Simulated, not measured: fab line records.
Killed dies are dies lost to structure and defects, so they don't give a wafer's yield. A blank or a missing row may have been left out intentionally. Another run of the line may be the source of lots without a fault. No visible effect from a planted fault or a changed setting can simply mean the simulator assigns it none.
Split-lot study :: flow n5_finfet :: 21 wafers read across 7 lots, on a route 1938 steps long

## THE SPLIT
At N5_MOL_CONTACT_COAG_COAT_76 (time 60 s, resist thk 10 nm), the setting spin_rpm was moved away from the recipe's 1500 rpm on 5 of the 21 wafers read, by -7.5% to +10.7%. All remaining wafers had this setting at the recipe value.

## FROM THE SPLIT TO THE READING: what the file shows between them, 4 steps
- N5_MOL_CONTACT_COAG_COAT_77: time 60 s, resist thk 10 nm
- N5_MOL_CONTACT_COAG_COAT_78: resist thk 40 nm
- N5_MOL_CONTACT_COAG_DESCUM_88: chemistry O2, time 7 s
- N5_MOL_CONTACT_COAG_ETCH_89: etches underlayer in N2/H2, target depth 13 nm, time 10.4 s

## THE READING
etch.depth_nm (the simulator's own value, which no gauge read), in nm, at N5_MOL_CONTACT_COAG_ETCH_90 (etches SiARC in CF4, target depth 13 nm, time 21.7 s). There is no usual value for it anywhere in the file. Here, 16 wafers ran the recipe; their average is 9.998 nm with a standard deviation of 0.024 nm.

wafer: L076.2
tool, chamber at the split: litho_track-01, 0
spin_rpm as run, rpm: 1500
against the recipe: recipe
etch.depth_nm, nm: 9.989
against lot-mates on the recipe: -

wafer: L076.3
tool, chamber at the split: litho_track-01, 0
spin_rpm as run, rpm: 1647
against the recipe: +9.8%
etch.depth_nm, nm: 9.541
against lot-mates on the recipe: -0.448

wafer: L076.4
tool, chamber at the split: litho_track-01, 0
spin_rpm as run, rpm: 1647
against the recipe: +9.8%
etch.depth_nm, nm: 9.548
against lot-mates on the recipe: -0.441

wafer: L081.1
tool, chamber at the split: litho_track-05, 0
spin_rpm as run, rpm: 1500
against the recipe: recipe
etch.depth_nm, nm: 10.02
against lot-mates on the recipe: -

wafer: L081.4
tool, chamber at the split: litho_track-05, 0
spin_rpm as run, rpm: 1500
against the recipe: recipe
etch.depth_nm, nm: 9.972
against lot-mates on the recipe: -

wafer: L081.5
tool, chamber at the split: litho_track-05, 0
spin_rpm as run, rpm: 1387
against the recipe: -7.5%
etch.depth_nm, nm: 10.37
against lot-mates on the recipe: +0.374

wafer: L083.1
tool, chamber at the split: litho_track-05, 0
spin_rpm as run, rpm: 1500
against the recipe: recipe
etch.depth_nm, nm: 9.998
against lot-mates on the recipe: -

wafer: L083.2
tool, chamber at the split: litho_track-05, 0
spin_rpm as run, rpm: 1500
against the recipe: recipe
etch.depth_nm, nm: 10.01
against lot-mates on the recipe: -

wafer: L083.5
tool, chamber at the split: litho_track-05, 0
spin_rpm as run, rpm: 1500
against the recipe: recipe
etch.depth_nm, nm: 10.03
against lot-mates on the recipe: -

wafer: L090.4
tool, chamber at the split: litho_track-02, 0
spin_rpm as run, rpm: 1500
against the recipe: recipe
etch.depth_nm, nm: 9.995
against lot-mates on the recipe: -

wafer: L090.5
tool, chamber at the split: litho_track-02, 0
spin_rpm as run, rpm: 1500
against the recipe: recipe
etch.depth_nm, nm: 10
against lot-mates on the recipe: -

wafer: L090.6
tool, chamber at the split: litho_track-02, 0
spin_rpm as run, rpm: 1500
against the recipe: recipe
etch.depth_nm, nm: 10
against lot-mates on the recipe: -

wafer: L091.1
tool, chamber at the split: litho_track-05, 0
spin_rpm as run, rpm: 1500
against the recipe: recipe
etch.depth_nm, nm: 10.04
against lot-mates on the recipe: -

wafer: L091.3
tool, chamber at the split: litho_track-05, 0
spin_rpm as run, rpm: 1660
against the recipe: +10.7%
etch.depth_nm, nm: 9.547
against lot-mates on the recipe: -0.493

wafer: L091.6
tool, chamber at the split: litho_track-05, 0
spin_rpm as run, rpm: 1660
against the recipe: +10.7%
etch.depth_nm, nm: 9.546
against lot-mates on the recipe: -0.494

wafer: L093.1
tool, chamber at the split: litho_track-05, 0
spin_rpm as run, rpm: 1500
against the recipe: recipe
etch.depth_nm, nm: 9.959
against lot-mates on the recipe: -

wafer: L093.3
tool, chamber at the split: litho_track-05, 0
spin_rpm as run, rpm: 1500
against the recipe: recipe
etch.depth_nm, nm: 9.964
against lot-mates on the recipe: -

wafer: L093.6
tool, chamber at the split: litho_track-05, 0
spin_rpm as run, rpm: 1500
against the recipe: recipe
etch.depth_nm, nm: 9.953
against lot-mates on the recipe: -

wafer: L095.1
tool, chamber at the split: litho_track-01, 0
spin_rpm as run, rpm: 1500
against the recipe: recipe
etch.depth_nm, nm: 10.02
against lot-mates on the recipe: -

wafer: L095.5
tool, chamber at the split: litho_track-01, 0
spin_rpm as run, rpm: 1500
against the recipe: recipe
etch.depth_nm, nm: 10.01
against lot-mates on the recipe: -

wafer: L095.6
tool, chamber at the split: litho_track-01, 0
spin_rpm as run, rpm: 1500
against the recipe: recipe
etch.depth_nm, nm: 10
against lot-mates on the recipe: -

FIT RESULTS
A straight line over all 21 wafers: etch.depth_nm changes by -0.0449 nm for each +1% of spin_rpm; r = -0.99; the points scatter about the line by 0.026 nm.
The same after taking each lot's own level away (the mean of its wafers on the recipe; 21 wafers): -0.0465 nm for each +1%; r = -1.00; scatter 0.012 nm.
Per that fit: largest spin_rpm move, reading shift of 0.5 nm.
Measured against the standard deviation above, the lots' own levels, which go from 9.9587 to 10.0400 nm, span 3.3 times it.
So the lot-to-lot level changes the slope little: the two slopes agree.
Check: -0.493 nm against its lot-mates is what the line predicts for one of the wafers moved furthest among these (+10.7%) when that wafer is left out of the fit. It came out at -0.493 nm against them.

## THE WHOLE CHAIN: every reading that the file lists as answering this split, in the file's order
step: N5_MOL_CONTACT_COAG_COAT_76
what it does: time 60 s, resist thk 10 nm
reading: SiARC_of_MOL_CONTACT_COAG_COAT_76.thk_nm (the simulator's own value, which no gauge read)
change (the file's fit): -0.042 nm for each +1% of the setting
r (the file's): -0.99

step: N5_MOL_CONTACT_COAG_ETCH_90
what it does: etches SiARC in CF4, target depth 13 nm, time 21.7 s
reading: etch.depth_nm (the simulator's own value, which no gauge read)
change (the file's fit): -0.0464 nm for each +1% of the setting
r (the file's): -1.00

## FILE'S OWN FIT
etch.depth_nm changes by -0.0464 nm for each +1% of spin_rpm, r = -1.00.
